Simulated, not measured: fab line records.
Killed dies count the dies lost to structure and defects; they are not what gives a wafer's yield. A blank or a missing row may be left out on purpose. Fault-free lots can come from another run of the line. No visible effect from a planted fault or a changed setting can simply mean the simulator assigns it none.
Which tool was responsible?    flow n5 finfet    72 wafers from 24 lots sampled at 4 of the route's 1938 steps

== WHAT THE GAUGES READ, wafer by wafer ==
N5_BEOL_M5_CD_MEAS_11: the cd target is 27.74 nm.
lot   measured      on         cd nm (nm)
L074  day 7 21:01   cd sem-03  28.8 28.2 28.6
L075  day 8 02:43   cd sem-02  28.1 28.3 28.3
L076  day 8 17:28   cd sem-02  27.4 27.8 27.9
L077  day 8 18:34   cd sem-03  28.7 28.2 28.2
L078  day 8 19:59   cd sem-01  28.5 28.4 28.2
L079  day 8 21:41   cd sem-01  27.9 27.8 27.7
L080  day 9 02:10   cd sem-02  28.2 28.0 27.9
L081  day 9 17:40   cd sem-03  28.4 28.4 27.9
L082  day 10 03:25  cd sem-02  28.2 28.3 27.8
L083  day 10 09:11  cd sem-01  28.3 28.1 28.2
L084  day 10 12:21  cd sem-01  27.8 28.1 28.0
L085  day 10 12:27  cd sem-02  28.2 28.3 28.1
L086  day 11 05:50  cd sem-01  27.8 27.6 27.5
L088  day 11 06:02  cd sem-02  27.8 27.8 28.4
L087  day 11 09:48  cd sem-03  27.9 27.9 27.8
L089  day 11 22:45  cd sem-03  28.2 28.1 28.2
L090  day 12 06:12  cd sem-02  27.9 28.3 28.1
L091  day 12 07:15  cd sem-02  28.2 27.7 27.7
L092  day 12 12:58  cd sem-03  28.0 27.6 28.2
L093  day 12 19:27  cd sem-02  27.9 27.8 28.0
L094  day 12 23:10  cd sem-02  27.8 28.1 27.7
L095  day 13 06:32  cd sem-01  28.8 28.2 28.4
L096  day 13 15:06  cd sem-03  28.1 28.4 27.9
L097  day 13 15:25  cd sem-02  27.7 27.8 27.8

== EACH LOT AND THE TOOL THAT RAN IT (in order: tool; ch and the chambers of the sampled wafers; start) ==
lot   N5_BEOL_M4_SPUTTER_81         N5_BEOL_M4_PRE_CLEAN_60           N5_BEOL_M4_CO_CAP_55
L074  pvd sputter-01, day 7 15:49   cvd co-02 ch 0,1,2, day 7 17:59   cvd co-02 ch 0,1,2, day 7 18:01
L075  pvd sputter-02, day 7 20:22   cvd co-01 ch 0,1,2, day 7 22:31   cvd co-01 ch 0,1,2, day 7 22:34
L076  pvd sputter-01, day 8 12:22   cvd co-01 ch 0,1,2, day 8 14:30   cvd co-01 ch 0,1,2, day 8 14:32
L077  pvd sputter-02, day 8 12:30   cvd co-01 ch 0,1, day 8 14:46     cvd co-01 ch 0,1, day 8 14:49
L078  pvd sputter-03, day 8 14:44   cvd co-02 ch 0,2, day 8 16:53     cvd co-02 ch 0,2, day 8 16:56
L079  pvd sputter-03, day 8 16:35   cvd co-01 ch 0,1, day 8 18:44     cvd co-01 ch 0,1, day 8 18:47
L080  pvd sputter-01, day 8 20:49   cvd co-01 ch 0,1, day 8 22:57     cvd co-01 ch 0,1, day 8 22:59
L081  pvd sputter-03, day 9 12:23   cvd co-01 ch 0,2, day 9 14:32     cvd co-01 ch 0,2, day 9 14:35
L082  pvd sputter-01, day 9 22:33   cvd co-01 ch 0,1,2, day 10 00:41  cvd co-01 ch 0,1,2, day 10 00:44
L083  pvd sputter-03, day 10 03:39  cvd co-01 ch 0,1, day 10 05:52    cvd co-01 ch 0,1, day 10 05:55
L084  pvd sputter-01, day 10 06:42  cvd co-02 ch 0,2, day 10 08:51    cvd co-02 ch 0,2, day 10 08:53
L085  pvd sputter-02, day 10 06:48  cvd co-01 ch 0,2, day 10 08:57    cvd co-01 ch 0,2, day 10 08:59
L086  pvd sputter-01, day 11 00:01  cvd co-01 ch 0,2, day 11 02:14    cvd co-01 ch 0,2, day 11 02:17
L088  pvd sputter-03, day 11 00:34  cvd co-01 ch 0,1, day 11 02:52    cvd co-01 ch 0,1, day 11 02:54
L087  pvd sputter-02, day 11 04:51  cvd co-01 ch 0,1,2, day 11 06:59  cvd co-01 ch 0,1,2, day 11 07:02
L089  pvd sputter-03, day 11 15:29  cvd co-01 ch 1,2, day 11 17:38    cvd co-01 ch 1,2, day 11 17:40
L090  pvd sputter-02, day 11 23:49  cvd co-01 ch 1,2, day 12 02:16    cvd co-01 ch 1,2, day 12 02:19
L091  pvd sputter-02, day 12 02:37  cvd co-01 ch 0,1,2, day 12 04:46  cvd co-01 ch 0,1,2, day 12 04:48
L092  pvd sputter-01, day 12 07:52  cvd co-01 ch 0,2, day 12 10:02    cvd co-01 ch 0,2, day 12 10:04
L093  pvd sputter-01, day 12 13:38  cvd co-01 ch 0,2, day 12 15:53    cvd co-01 ch 0,2, day 12 15:55
L094  pvd sputter-02, day 12 17:05  cvd co-02 ch 0,2, day 12 19:26    cvd co-02 ch 0,2, day 12 19:29
L095  pvd sputter-02, day 13 00:56  cvd co-01 ch 0,1, day 13 03:05    cvd co-01 ch 0,1, day 13 03:08
L096  pvd sputter-03, day 13 09:32  cvd co-02 ch 0,2, day 13 11:58    cvd co-02 ch 0,2, day 13 12:00
L097  pvd sputter-02, day 13 09:57  cvd co-02 ch 0,1,2, day 13 12:06  cvd co-02 ch 0,1,2, day 13 12:08
- N5_BEOL_M4_SPUTTER_81: material Cu, target thk 4.5 nm, time 8.29 s.
- N5_BEOL_M4_PRE_CLEAN_60: time 15 s.
- N5_BEOL_M4_CO_CAP_55: material Co, precursor CCTBA/H2, target thk 2 nm, time 102.1 s.

== AS READ BY THE TOOLS THEMSELVES (means over the sampled wafers that have a number; for cases with no such wafer, the mark the record gives instead) ==
N5_BEOL_M4_SPUTTER_81.
lot   tool            chuck sensor temp C (C)  susceptor temp C (C)  throttle valve pct (%)
L074  pvd sputter-01  -15.5                    -19.97                29.6
L075  pvd sputter-02  -16.3                    -20.04                29.4
L076  pvd sputter-01  -15.6                    -20.01                29.4
L077  pvd sputter-02  -16.1                    -20.11                29.6
L078  pvd sputter-03  -16.1                    -19.94                30.1
L079  pvd sputter-03  -16.2                    -19.93                30.1
L080  pvd sputter-01  -15.7                    -20.09                29.5
L081  pvd sputter-03  -16.2                    -19.98                30.5
L082  pvd sputter-01  -15.8                    -20.05                29.3
L083  pvd sputter-03  -16.0                    -20.02                30.4
L084  pvd sputter-01  -15.5                    -19.98                29.4
L085  pvd sputter-02  -16.5                    -20.02                28.9
L086  pvd sputter-01  -15.7                    -20.07                29.4
L088  pvd sputter-03  -15.6                    -19.95                29.7
L087  pvd sputter-02  -16.0                    -19.98                29.9
L089  pvd sputter-03  -16.4                    -20.16                30.3
L090  pvd sputter-02  -15.8                    -20.01                30.0
L091  pvd sputter-02  -15.7                    -20.01                30.1
L092  pvd sputter-01  -15.7                    -20.07                29.4
L093  pvd sputter-01  -15.5                    -19.99                29.5
L094  pvd sputter-02  -15.9                    -19.99                29.7
L095  pvd sputter-02  -16.3                    -19.94                29.2
L096  pvd sputter-03  -16.7                    -20.13                30.3
L097  pvd sputter-02  -16.0                    -19.94                29.5

N5_BEOL_M4_PRE_CLEAN_60.
lot   tool       heater power w (W)
L074  cvd co-02  99
L075  cvd co-01  88
L076  cvd co-01  88
L077  cvd co-01  90
L078  cvd co-02  101
L079  cvd co-01  105
L080  cvd co-01  92
L081  cvd co-01  73
L082  cvd co-01  87
L083  cvd co-01  91
L084  cvd co-02  102
L085  cvd co-01  75
L086  cvd co-01  73
L088  cvd co-01  91
L087  cvd co-01  88
L089  cvd co-01  86
L090  cvd co-01  105
L091  cvd co-01  90
L092  cvd co-01  74
L093  cvd co-01  75
L094  cvd co-02  102
L095  cvd co-01  105
L096  cvd co-02  102
L097  cvd co-02  100

N5_BEOL_M4_CO_CAP_55.
lot   tool       heater power w (W)  susceptor temp C (C)
L074  cvd co-02  255                 199.91
L075  cvd co-01  240                 200.00
L076  cvd co-01  236                 200.10
L077  cvd co-01  239                 199.87
L078  cvd co-02  256                 200.15
L079  cvd co-01  261                 200.06
L080  cvd co-01  242                 199.97
L081  cvd co-01  221                 199.99
L082  cvd co-01  242                 200.08
L083  cvd co-01  240                 200.25
L084  cvd co-02  256                 199.92
L085  cvd co-01  218                 199.93
L086  cvd co-01  224                 199.88
L088  cvd co-01  241                 200.06
L087  cvd co-01  241                 200.04
L089  cvd co-01  238                 200.01
L090  cvd co-01  254                 200.05
L091  cvd co-01  240                 200.07
L092  cvd co-01  221                 200.10
L093  cvd co-01  223                 200.04
L094  cvd co-02  256                 200.16
L095  cvd co-01  262                 200.15
L096  cvd co-02  260                 200.09
L097  cvd co-02  257                 200.03

== THE ANSWER, worked out from the rows above alone ==
Rule: usual is defined by the lots themselves. Put in order of their means at a reading, lots are off if they are a third of the lots or fewer, leave a main group of 4 or more, and stand apart from it by a gap of 3 or more times the standard deviation of the main group's means; of several such gaps the widest counts. The tables above print the reading to a certain number of digits; a main group whose means all agree to those digits is not used. Also off: a lot with no number at a reading for which 4 or more lots have one. All remaining lots with rows at the step are treated as sound. First the gauges in route order, then the tools' own readings, where a lot's mean is used as printed above. The first step at which some lot is off is used, and at that step the reading that is off furthest; a lot without a number counts as furthest.
Across all readings shown, no lot is off: no conclusion can be drawn from this.

== WHAT HAD BEEN PUT IN BY THE SIMULATOR ==
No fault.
